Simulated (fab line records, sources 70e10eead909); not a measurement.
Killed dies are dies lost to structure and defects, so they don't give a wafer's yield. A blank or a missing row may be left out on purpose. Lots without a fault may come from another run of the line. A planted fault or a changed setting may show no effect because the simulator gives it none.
Chamber matching | flow nand_harc | NHARC_A_CHANNEL_FILL_D2_ALD_14 on ald_hk-01: 4 sister chambers
The step deposits SiO2, target thk 2.5 nm, pulse time 10 s, ald cycles 25. 4 wafers are shown with their chamber, then 12 later ones without.

WAFERS WITH THEIR CHAMBER
wafer  | chamber | heater_power_w (W)
L084.2 | 3       | 454
L084.3 | 1       | 435
L088.3 | 2       | 452
L088.5 | 0       | 465

WAFERS WITHOUT THEIR CHAMBER
wafer  | heater_power_w (W)
L088.1 | 475
L088.4 | 437
L088.6 | 441
L093.3 | 446
L093.5 | 475
L093.6 | 435
L095.2 | 450
L095.5 | 451
L095.6 | 462
L097.1 | 467
L097.4 | 446
L097.5 | 454

WHICH CHAMBER EACH WENT THROUGH
wafer  | from the rows above          | in truth
L088.1 | 0                            | 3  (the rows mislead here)
L088.4 | 1                            | 1
L088.6 | can't be placed: 1 or 2 or 3 | 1
L093.3 | can't be placed: 2 or 3 or 1 | 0
L093.5 | 0                            | 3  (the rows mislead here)
L093.6 | 1                            | 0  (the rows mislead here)
L095.2 | can't be placed: 2 or 3      | 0
L095.5 | can't be placed: 2 or 3      | 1
L095.6 | can't be placed: 0 or 3 or 2 | 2
L097.1 | 0                            | 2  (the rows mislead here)
L097.4 | can't be placed: 2 or 3 or 1 | 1
L097.5 | can't be placed: 3 or 2      | 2
Placed correctly: 1 of 12. Can't be placed from these rows: 7 (the true chamber is among the candidates in 4). Placed wrongly: 4.
How it was worked out, from the rows above alone: a wafer's distance from a chamber is the root of the sum, over the readings, of the square of ((its reading less the chamber's mean) divided by the reading's scatter). The wafer belongs to the nearest chamber; if the next one is less than 2 further off, it can't be placed. A chamber's mean is the mean of its shown wafers. The scatter: with one shown wafer a chamber, the root of the mean of the squares of how far each hidden wafer lies from its nearest shown one.
